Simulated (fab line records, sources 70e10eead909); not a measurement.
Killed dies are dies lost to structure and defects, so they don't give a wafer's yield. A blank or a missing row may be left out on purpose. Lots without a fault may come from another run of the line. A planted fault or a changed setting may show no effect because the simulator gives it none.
Which tool did it? | flow nand_harc | 13 lots, 38 wafers sampled, at 4 steps of a route of 1302

WHAT THE GAUGES READ, wafer by wafer
NHARC_A_SIN_REMOVE_INSPECT_04. Usual: raw_defect_count 400, standard deviation 100.
lot  | measured     | on                | raw_defect_count | flag
L538 | day 20 22:04 | defect_inspect-01 | 510 388 538      |
L540 | day 21 17:07 | defect_inspect-01 | 457 457 525      |
L541 | day 21 19:01 | defect_inspect-02 | 406 452 591      |
L544 | day 22 05:31 | defect_inspect-02 | 388 635 393      |
L543 | day 23 10:39 | defect_inspect-02 | 416 348 298      |
L546 | day 24 06:25 | defect_inspect-02 | 393 423          |
L553 | day 26 21:12 | defect_inspect-02 | 322 287 248      |
L556 | day 27 04:18 | defect_inspect-01 | 635 499 487      |
L555 | day 27 07:48 | defect_inspect-02 | 388 219 199      |
L554 | day 27 07:48 | defect_inspect-01 | 381 349 368      |
L558 | day 29 04:25 | defect_inspect-02 | 489 360 304      |
L560 | day 29 11:20 | defect_inspect-02 | 306 266 363      |
L559 | day 29 23:24 | defect_inspect-02 | 281 327 443      |

NHARC_A_WL_FILL_INSPECT_15. Usual: raw_defect_count 481, standard deviation 120.
lot  | measured     | on                | raw_defect_count | flag
L538 | day 21 14:26 | defect_inspect-02 | 646 734 441      |
L540 | day 22 12:21 | defect_inspect-01 | 462 668 474      |
L541 | day 22 12:22 | defect_inspect-02 | 505 411 394      |
L544 | day 23 00:35 | defect_inspect-01 | 789 485 483      |
L543 | day 24 06:13 | defect_inspect-01 | 443 354 324      |
L546 | day 24 22:23 | defect_inspect-01 | 459 337          |
L553 | day 27 15:31 | defect_inspect-01 | 558 408 461      |
L556 | day 28 01:27 | defect_inspect-01 | 476 738 537      |
L555 | day 28 01:26 | defect_inspect-02 | 405 500 656      |
L554 | day 28 01:36 | defect_inspect-01 | 500 413 419      |
L558 | day 30 00:14 | defect_inspect-02 | 531 413 351      |
L560 | day 30 07:46 | defect_inspect-01 | 423 475 283      |
L559 | day 30 17:43 | defect_inspect-01 | 459 547 498      |

WHICH TOOL RAN EACH LOT (tool, then ch and the chambers of the sampled wafers, then the start)
lot  | NHARC_A_WL_FILL_STRIP_29           | NHARC_A_WL_FILL_ALD_19
L538 | rie_diel-12 ch 0,3, day 21 08:05   | ald_metal-02 ch 0,1,3, day 21 13:36
L540 | rie_diel-03 ch 0,3, day 22 05:54   | ald_metal-03 ch 0,1,2, day 22 11:28
L541 | rie_diel-13 ch 2,3, day 22 05:57   | ald_metal-01 ch 0,2,3, day 22 11:34
L544 | rie_diel-12 ch 0,1,2, day 22 18:13 | ald_metal-02 ch 0,2,3, day 22 23:45
L543 | rie_diel-03 ch 0,1, day 23 23:01   | ald_metal-02 ch 0,3, day 24 05:21
L546 | rie_diel-03 ch 0,2, day 24 16:13   | ald_metal-02 ch 0,1, day 24 21:33
L553 | rie_diel-13 ch 1,2,3, day 27 09:10 | ald_metal-01 ch 0,1,2, day 27 14:41
L556 | rie_diel-12 ch 0,1,2, day 27 19:38 | ald_metal-01 ch 0,2,3, day 28 00:38
L555 | rie_diel-13 ch 0,2,3, day 27 19:44 | ald_metal-02 ch 0,1,2, day 28 00:36
L554 | rie_diel-03 ch 1,3, day 27 18:59   | ald_metal-03 ch 1,3, day 28 00:38
L558 | rie_diel-12 ch 0,2,3, day 29 17:46 | ald_metal-02 ch 1,2,3, day 29 23:23
L560 | rie_diel-12 ch 0,2, day 30 00:26   | ald_metal-01 ch 0,1,3, day 30 06:58
L559 | rie_diel-13 ch 0,1,3, day 30 11:16 | ald_metal-03 ch 0,1,2, day 30 16:52
- NHARC_A_WL_FILL_STRIP_29: strips in O2, time 20 s.
- NHARC_A_WL_FILL_ALD_19: deposits TiN, target thk 2 nm, pulse time 3 s, ald cycles 100.

WHAT THE TOOLS THEMSELVES READ (means of the sampled wafers that have a number; where no wafer has one, the mark that the record gives instead)
NHARC_A_WL_FILL_STRIP_29. Usual: drypump_motor_current_A 5.7 A, standard deviation 0.32; oes_product_au 0.996 a.u., standard deviation 0.0098; rf_vpp_V 57.8 V, standard deviation 0.89; showerhead_plenum_p_Torr 3.48 Torr, standard deviation 0.12; throttle_valve_pct 17.036 %, standard deviation 0.0094.
lot  | tool        | drypump_motor_current_A (A) | oes_product_au (a.u.) | rf_vpp_V (V) | showerhead_plenum_p_Torr (Torr) | throttle_valve_pct (%) | flag
L538 | rie_diel-12 | 6.0                         | 0.986                 | 57.0         | 3.39                            | 17.032                 |
L540 | rie_diel-03 | 5.5                         | 1.003                 | 58.2         | 3.35                            | 17.039                 |
L541 | rie_diel-13 | 5.7                         | 0.994                 | 58.0         | 3.44                            | 17.038                 |
L544 | rie_diel-12 | 5.3                         | 1.004                 | 58.2         | 3.61                            | 17.027                 |
L543 | rie_diel-03 | 5.5                         | 0.991                 | 57.1         | 3.38                            | 17.029                 |
L546 | rie_diel-03 | 5.7                         | 1.006                 | 57.6         | 3.43                            | 17.050                 |
L553 | rie_diel-13 | 5.8                         | 0.985                 | 58.3         | 3.50                            | 17.037                 |
L556 | rie_diel-12 | 5.3                         | 0.990                 | 58.5         | 3.61                            | 17.040                 |
L555 | rie_diel-13 | 5.9                         | 1.002                 | 57.6         | 3.50                            | 17.037                 |
L554 | rie_diel-03 | 5.7                         | 1.008                 | 57.3         | 3.36                            | 17.041                 |
L558 | rie_diel-12 | 5.6                         | 1.000                 | 58.5         | 3.49                            | 17.035                 |
L560 | rie_diel-12 | 5.3                         | 0.992                 | 57.8         | 3.60                            | 17.036                 |
L559 | rie_diel-13 | 5.9                         | 0.994                 | 56.9         | 3.56                            | 17.039                 |

NHARC_A_WL_FILL_ALD_19. Usual: heater_power_w 1081 W, standard deviation 110; precursor_pulse_height_rel 1.003, standard deviation 0.017.
lot  | tool         | heater_power_w (W) | precursor_pulse_height_rel | flag
L538 | ald_metal-02 | 1064               | 0.996                      |
L540 | ald_metal-03 | 1083               | 0.988                      |
L541 | ald_metal-01 | 1103               | 1.006                      |
L544 | ald_metal-02 | 1057               | 0.996                      |
L543 | ald_metal-02 | 1009               | 1.018                      |
L546 | ald_metal-02 | 1078               | 0.999                      |
L553 | ald_metal-01 | 1033               | 0.975                      |
L556 | ald_metal-01 | 1084               | 0.993                      |
L555 | ald_metal-02 | 1118               | 1.005                      |
L554 | ald_metal-03 | 1093               | 0.999                      |
L558 | ald_metal-02 | 1128               | 1.007                      |
L560 | ald_metal-01 | 1176               | 0.998                      |
L559 | ald_metal-03 | 1100               | 1.014                      |

THE ANSWER, worked out from the rows above alone
Rule: a lot is off if the mean of its wafers that have a number lies more than 3 standard deviations from the usual mean. A lot without any number at a reading at which 4 lots or more have one is off too. The other lots that the step has rows for count as sound. The gauges are gone through in route order, then the tools' own readings, and for those a lot's mean is taken as printed above. The first step at which some lot is off is used, and at that step the reading that is off furthest; a lot without a number counts as furthest.
No lot is off at any reading shown: from this, nothing can be told.

WHAT THE SIMULATOR HAD PUT IN
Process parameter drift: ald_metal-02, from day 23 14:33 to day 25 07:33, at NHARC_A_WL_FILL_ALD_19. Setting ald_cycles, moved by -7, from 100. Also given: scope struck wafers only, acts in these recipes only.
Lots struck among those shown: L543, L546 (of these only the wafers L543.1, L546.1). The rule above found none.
